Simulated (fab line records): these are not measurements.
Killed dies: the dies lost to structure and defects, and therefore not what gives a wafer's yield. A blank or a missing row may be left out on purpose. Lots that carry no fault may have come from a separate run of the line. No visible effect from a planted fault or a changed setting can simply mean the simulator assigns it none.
The same fault as seen by 2 desks | flow n5-finfet | what lay behind the numbers comes last; until then each desk has only its own

== AT THE METROLOGY DESK ==
What the gauges read for every lot (on any tool): the sampled wafers with a number, averaged. If a lot's mean is further than 4 standard deviations from the usual mean, the lot is out of limits and carries the mark OUT (the distance appears in the brackets). It has 11 readings; the 7 that lie furthest out on some lot are the ones shown.
Columns: A = M1_RS at N5_BEOL_M1_RS_MEAS_58, usual 0.67 ohm/sq; B = IOFF_N at N5_BEOL_M4_RC_MEAS_101, usual 0.18 nA/um; C = IOFF_P at N5_BEOL_M4_RC_MEAS_101, usual 0.23 nA/um; D = ION_P at N5_BEOL_M4_RC_MEAS_101, usual 467 uA/um; E = SS_N at N5_BEOL_M4_RC_MEAS_101, usual 71.7 mV/dec; F = VT_N at N5_BEOL_M4_RC_MEAS_101, usual 249 mV; G = VT_P at N5_BEOL_M4_RC_MEAS_101, usual -250 mV
lot  | first seen here | A    | B    | C    | D   | E    | F   | G
L597 | day 7 00:33     | 0.74 | 0.18 | 0.23 | 465 | 72.1 | 249 | -251
L598 | day 7 06:35     | 0.66 | 0.23 | 0.30 | 469 | 72.6 | 247 | -246
L605 | day 8 20:28     | 0.67 | 0.17 | 0.18 | 458 | 72.0 | 250 | -255
L606 | day 9 08:18     | 0.72 | 0.18 | 0.22 | 462 | 71.9 | 248 | -251
L609 | day 9 23:53     | 0.65 | 0.23 | 0.28 | 476 | 72.4 | 243 | -246
L614 | day 11 01:41    | 0.70 | 0.25 | 0.32 | 478 | 72.7 | 243 | -245
L615 | day 11 14:52    | 0.66 | 0.16 | 0.19 | 452 | 71.7 | 249 | -254
L618 | day 12 02:32    | 0.66 | 0.19 | 0.22 | 465 | 71.9 | 246 | -251
L617 | day 12 02:55    | 0.65 | 0.13 | 0.16 | 462 | 71.0 | 253 | -257
Finding of this desk: none of the 9 lots has anything out of limits.

== AT THE TOOL OWNER'S DESK: pecvd-03 ==
The tool's own readings at N5_BEOL_M2_PECVD_72 (deposits SiO2 from TEOS/O2, target thk 16 nm, time 18 s): means of the sampled wafers that have a number, for each lot that ran on this tool. If a lot's mean is further than 4 standard deviations from the usual mean, the lot is out of limits and carries the mark OUT (the distance appears in the brackets).
Columns: A = heater-power-w at N5_BEOL_M2_PECVD_72, usual 657 W; B = showerhead-plenum-p-Torr at N5_BEOL_M2_PECVD_72, usual 8.79 Torr; C = susceptor-temp-C at N5_BEOL_M2_PECVD_72, usual 400.03 C; D = throttle-valve-pct at N5_BEOL_M2_PECVD_72, usual 23.2 %
lot  | first seen here | A   | B    | C                        | D
L598 | day 7 06:45     | 671 | 8.82 | 399.98                   | 22.2
L609 | day 10 00:04    | 658 | 8.83 | 400.12                   | 22.4
L614 | day 11 01:51    | 851 | 8.82 | 434.50 (+99 or more) OUT | 22.5
L615 | day 11 15:01    | 921 | 8.82 | 434.77 (+99 or more) OUT | 23.0
This desk's finding: out of limits on L614, L615; first on L614, day 11 01:51 (susceptor-temp-C at N5_BEOL_M2_PECVD_72). L598, L609: within limits.

== TAKEN TOGETHER ==
On L614, L615, at day 11 01:51, an alarm was possible from the tool owner's desk.
From the metrology desk's view, nothing was out of limits.
The metrology desk has L614, L615 on record, within its limits.
Every lot named ran N5_BEOL_M2_PECVD_72 on pecvd-03.

== WHAT THE SIMULATOR HAD INSERTED ==
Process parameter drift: pecvd-03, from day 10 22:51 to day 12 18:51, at N5_BEOL_M2_PECVD_72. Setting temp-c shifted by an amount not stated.
Lots struck among those shown: L614, L615.
Each desk's first reading out of limits, in hours after the fault started: the tool owner's desk, 3.
